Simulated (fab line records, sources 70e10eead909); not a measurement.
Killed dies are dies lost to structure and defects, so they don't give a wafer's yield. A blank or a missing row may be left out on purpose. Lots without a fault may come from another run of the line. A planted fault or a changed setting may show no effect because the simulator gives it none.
Which tool did it? | flow nand_harc | 12 lots, 36 wafers sampled, at 5 steps of a route of 1159

WHAT THE GAUGES READ, wafer by wafer
NHARC_END_SORT_01. Usual: defect_limited_yield 95.4 %, standard deviation 1.4; killed_at_array 27, standard deviation 10; killed_at_other 0.6, standard deviation 1; killed_at_periphery 3.4, standard deviation 2.7; killed_dies 31, standard deviation 9.7; killed_open 3.4, standard deviation 1.7; killed_short 2.2, standard deviation 1.5; sort_bin_2_pct 1.4 %, standard deviation 0.57; sort_bin_3_pct 0.25 %, standard deviation 0.23; sort_bin_4_pct 3.0 %, standard deviation 0.94; sort_n_pass 646, standard deviation 9.7; sort_rim_yield_pct 95.3 %, standard deviation 3; sort_yield_pct 95.4 %, standard deviation 1.4.
lot  | measured     | on        | defect_limited_yield (%) | killed_at_array | killed_at_other | killed_at_periphery | killed_dies | killed_open | killed_short | sort_bin_2_pct (%) | sort_bin_3_pct (%) | sort_bin_4_pct (%) | sort_n_pass | sort_rim_yield_pct (%) | sort_yield_pct (%) | flag
L443 | day 20 17:53 | prober-02 | 98.4 97.3 96.6           | 8 17 18         | 1 0 0           | 2 1 5               | 11 18 23    | 3 3 8       | 0 5 5        | 0.6 0.7 1.0        | 0 0 0              | 1.0 1.9 2.4        | 666 659 654 | 100.0 99.1 98.1        | 98.4 97.3 96.6     |
L448 | day 22 09:22 | prober-02 | 96.2 94.4 95.9           | 26 37 27        | 0 0 1           | 0 1 0               | 26 38 28    | 1 2 2       | 2 4 3        | 1.0 1.5 1.9        | 0.30 0.30 0.30     | 2.5 3.8 1.9        | 651 639 649 | 96.2 92.5 96.2         | 96.2 94.4 95.9     |
L456 | day 24 12:23 | prober-01 | 83.9 89.7 84.2           | 108 69 103      | 0 0 0           | 1 1 4               | 109 70 107  | 3 3 6       | 4 4 2        | 6.6 3.4 6.2        | 2.66 2.07 2.36     | 6.8 4.9 7.2        | 568 607 570 | 95.3 87.7 93.4         | 83.9 89.7 84.2     | OFF

WHICH TOOL RAN EACH LOT (tool, then ch and the chambers of the sampled wafers, then the start)
lot  | NHARC_A_BONDPAD_STRIP_15           | NHARC_THIN_TSV_STRIP_45              | NHARC_THIN_TSV_STRIP_62              | NHARC_THIN_TSV_PRE_CLEAN_50
L436 | rie_diel-10 ch 0,2,3, day 17 10:48 | plasma_asher-01 ch 0,1, day 18 05:38 | plasma_asher-02 ch 0,1, day 18 07:17 | pvd_sputter-02, no start
L437 | rie_diel-10 ch 0,2,3, day 18 06:34 | plasma_asher-01 ch 0,1, day 19 03:38 | plasma_asher-02 ch 0,1, day 19 05:14 | pvd_sputter-02, no start
L442 | rie_diel-05 ch 0,2,3, day 19 00:15 | plasma_asher-02 ch 0,1, day 19 17:16 | plasma_asher-02 ch 0,1, day 19 18:58 | pvd_sputter-03, no start
L443 | rie_diel-10 ch 0,1,3, day 19 07:59 | plasma_asher-02 ch 0,1, day 20 01:55 | plasma_asher-02 ch 0,1, day 20 04:18 | pvd_sputter-02, day 20 17:53 or earlier
L445 | rie_diel-05 ch 1,2,3, day 20 08:38 | plasma_asher-02 ch 0,1, day 21 01:28 | plasma_asher-02 ch 0,1, day 21 03:02 | pvd_sputter-01, no start
L446 | rie_diel-10 ch 1,2, day 21 00:39   | plasma_asher-01 ch 0,1, day 21 16:27 | plasma_asher-02 ch 0,1, day 21 18:05 | pvd_sputter-02, no start
L448 | rie_diel-10 ch 1,3, day 21 01:07   | plasma_asher-01 ch 0,1, day 21 18:08 | plasma_asher-02 ch 0,1, day 21 19:39 | pvd_sputter-03, day 22 09:22 or earlier
L447 | rie_diel-10 ch 0,1,3, day 21 16:05 | plasma_asher-02 ch 1, day 22 08:29   | plasma_asher-01 ch 0,1, day 22 09:59 | pvd_sputter-02, no start
L450 | rie_diel-10 ch 1,2,3, day 21 16:44 | plasma_asher-02 ch 0,1, day 22 09:35 | plasma_asher-01 ch 1, day 22 11:11   | pvd_sputter-03, no start
L451 | rie_diel-10 ch 1,2,3, day 22 07:00 | plasma_asher-02 ch 0,1, day 22 23:26 | plasma_asher-02 ch 0,1, day 23 01:13 | pvd_sputter-01, no start
L456 | rie_diel-10 ch 0,1,2, day 22 22:53 | plasma_asher-02 ch 0,1, day 23 19:56 | plasma_asher-02 ch 0,1, day 23 21:29 | pvd_sputter-02, day 24 12:23 or earlier
L458 | rie_diel-08 ch 0,1,2, day 23 10:53 | plasma_asher-01 ch 0,1, day 24 01:27 | plasma_asher-01 ch 0,1, day 24 03:02 | pvd_sputter-03, no start
- NHARC_A_BONDPAD_STRIP_15: strips in O2.
- NHARC_THIN_TSV_STRIP_45: strips in O2.
- NHARC_THIN_TSV_STRIP_62: strips in N2/H2, time 20 s.
- NHARC_THIN_TSV_PRE_CLEAN_50: time 30 s.

WHAT THE TOOLS THEMSELVES READ (means of the sampled wafers that have a number; where no wafer has one, the mark that the record gives instead)
NHARC_A_BONDPAD_STRIP_15. Usual: drypump_motor_current_A 6.0 A, standard deviation 0.39; oes_product_au 0.998 a.u., standard deviation 0.0069; rf_vpp_V 57.9 V, standard deviation 0.88; showerhead_plenum_p_Torr 3.58 Torr, standard deviation 0.095; throttle_valve_pct 17.036 %, standard deviation 0.0094.
lot  | tool        | drypump_motor_current_A (A) | oes_product_au (a.u.) | rf_vpp_V (V) | showerhead_plenum_p_Torr (Torr) | throttle_valve_pct (%) | flag
L436 | rie_diel-10 | 6.0                         | 1.002                 | 56.6         | 3.51                            | 17.035                 |
L437 | rie_diel-10 | 6.0                         | 0.997                 | 58.1         | 3.51                            | 17.035                 |
L442 | rie_diel-05 | 6.1                         | 1.004                 | 58.7         | 3.66                            | 17.034                 |
L443 | rie_diel-10 | 5.9                         | 0.996                 | 58.1         | 3.56                            | 17.039                 |
L445 | rie_diel-05 | 5.8                         | 1.000                 | 59.0         | 3.67                            | 17.039                 |
L446 | rie_diel-10 | 6.3                         | 0.993                 | 58.4         | 3.56                            | 17.024                 |
L448 | rie_diel-10 | 6.0                         | 0.994                 | 57.5         | 3.56                            | 17.045                 |
L447 | rie_diel-10 | 5.9                         | 0.989                 | 57.4         | 3.56                            | 17.035                 |
L450 | rie_diel-10 | 6.2                         | 0.998                 | 57.8         | 3.53                            | 17.039                 |
L451 | rie_diel-10 | 6.2                         | 1.001                 | 57.7         | 3.53                            | 17.042                 |
L456 | rie_diel-10 | 6.1                         | 0.998                 | 57.3         | 3.54                            | 17.041                 |
L458 | rie_diel-08 | 5.7                         | 0.993                 | 58.7         | 3.71                            | 17.027                 |

NHARC_THIN_TSV_STRIP_45. Usual: drypump_motor_current_A 5.59 A, standard deviation 0.15; heater_power_w 309 W, standard deviation 30; rf_refl_power_W 30 W, standard deviation 6.7.
lot  | tool            | drypump_motor_current_A (A) | heater_power_w (W) | rf_refl_power_W (W) | flag
L436 | plasma_asher-01 | 5.67                        | 347                | 27                  |
L437 | plasma_asher-01 | 5.76                        | 329                | 29                  |
L442 | plasma_asher-02 | 5.50                        | 293                | 30                  |
L443 | plasma_asher-02 | 5.51                        | 291                | 30                  |
L445 | plasma_asher-02 | 5.45                        | 294                | -                   | OFF
L446 | plasma_asher-01 | 5.68                        | 339                | 27                  |
L448 | plasma_asher-01 | 5.67                        | 334                | -                   | OFF
L447 | plasma_asher-02 | 5.44                        | 298                | 40                  |
L450 | plasma_asher-02 | 5.50                        | 290                | 29                  |
L451 | plasma_asher-02 | 5.48                        | 289                | -                   | OFF
L456 | plasma_asher-02 | 5.50                        | 292                | 28                  |
L458 | plasma_asher-01 | 5.76                        | 311                | 30                  |

NHARC_THIN_TSV_STRIP_62. Usual: drypump_motor_current_A 5.57 A, standard deviation 0.14; heater_power_w 305 W, standard deviation 28; rf_refl_power_W 30 W, standard deviation 7.2.
lot  | tool            | drypump_motor_current_A (A) | heater_power_w (W) | rf_refl_power_W (W) | flag
L436 | plasma_asher-02 | 5.50                        | 291                | 28                  |
L437 | plasma_asher-02 | 5.48                        | 296                | 35                  |
L442 | plasma_asher-02 | 5.51                        | 291                | 29                  |
L443 | plasma_asher-02 | 5.48                        | 291                | -                   | OFF
L445 | plasma_asher-02 | 5.47                        | 296                | 34                  |
L446 | plasma_asher-02 | 5.48                        | 297                | -                   | OFF
L448 | plasma_asher-02 | 5.51                        | 290                | -                   | OFF
L447 | plasma_asher-01 | 5.66                        | 333                | 27                  |
L450 | plasma_asher-01 | 5.84                        | 289                | -                   | OFF
L451 | plasma_asher-02 | 5.49                        | 288                | 29                  |
L456 | plasma_asher-02 | 5.48                        | 292                | -                   | OFF
L458 | plasma_asher-01 | 5.76                        | 312                | 28                  |

NHARC_THIN_TSV_PRE_CLEAN_50. Usual: heater_power_w 397 W, standard deviation 25.
lot  | tool           | heater_power_w (W) | flag
L436 | pvd_sputter-02 | 385                |
L437 | pvd_sputter-02 | 397                |
L442 | pvd_sputter-03 | 406                |
L443 | pvd_sputter-02 | 387                |
L445 | pvd_sputter-01 | 387                |
L446 | pvd_sputter-02 | 387                |
L448 | pvd_sputter-03 | 435                |
L447 | pvd_sputter-02 | 395                |
L450 | pvd_sputter-03 | 419                |
L451 | pvd_sputter-01 | 391                |
L456 | pvd_sputter-02 | 382                |
L458 | pvd_sputter-03 | 425                |

THE ANSWER, worked out from the rows above alone
Rule: a lot is off if the mean of its wafers that have a number lies more than 3 standard deviations from the usual mean. A lot without any number at a reading at which 4 lots or more have one is off too. The other lots that the step has rows for count as sound. The gauges are gone through in route order, then the tools' own readings, and for those a lot's mean is taken as printed above. The first step at which some lot is off is used, and at that step the reading that is off furthest; a lot without a number counts as furthest.
Off: L456, at NHARC_END_SORT_01 (sort_bin_3_pct). Neither off nor sound, because the step has no rows for them: L436, L437, L442, L445, L446, L447, L450, L451, L458.
A tool fits if, at a process step before that reading, it ran every lot that is off, and no sound lot after the first of them. The gauges at NHARC_END_SORT_01 aren't tried: what is off there is off at NHARC_THIN_TSV_STRIP_62 too, on other tools, and a gauge's error can't cause that. NHARC_THIN_TSV_PRE_CLEAN_50 gives no start for some lots, so the hours and the order of its lots are those of NHARC_END_SORT_01. Can't be told from this: 3 tools fit, rie_diel-10 at NHARC_A_BONDPAD_STRIP_15, plasma_asher-02 at NHARC_THIN_TSV_STRIP_45 and NHARC_THIN_TSV_STRIP_62, pvd_sputter-02 at NHARC_THIN_TSV_PRE_CLEAN_50.

WHAT THE SIMULATOR HAD PUT IN
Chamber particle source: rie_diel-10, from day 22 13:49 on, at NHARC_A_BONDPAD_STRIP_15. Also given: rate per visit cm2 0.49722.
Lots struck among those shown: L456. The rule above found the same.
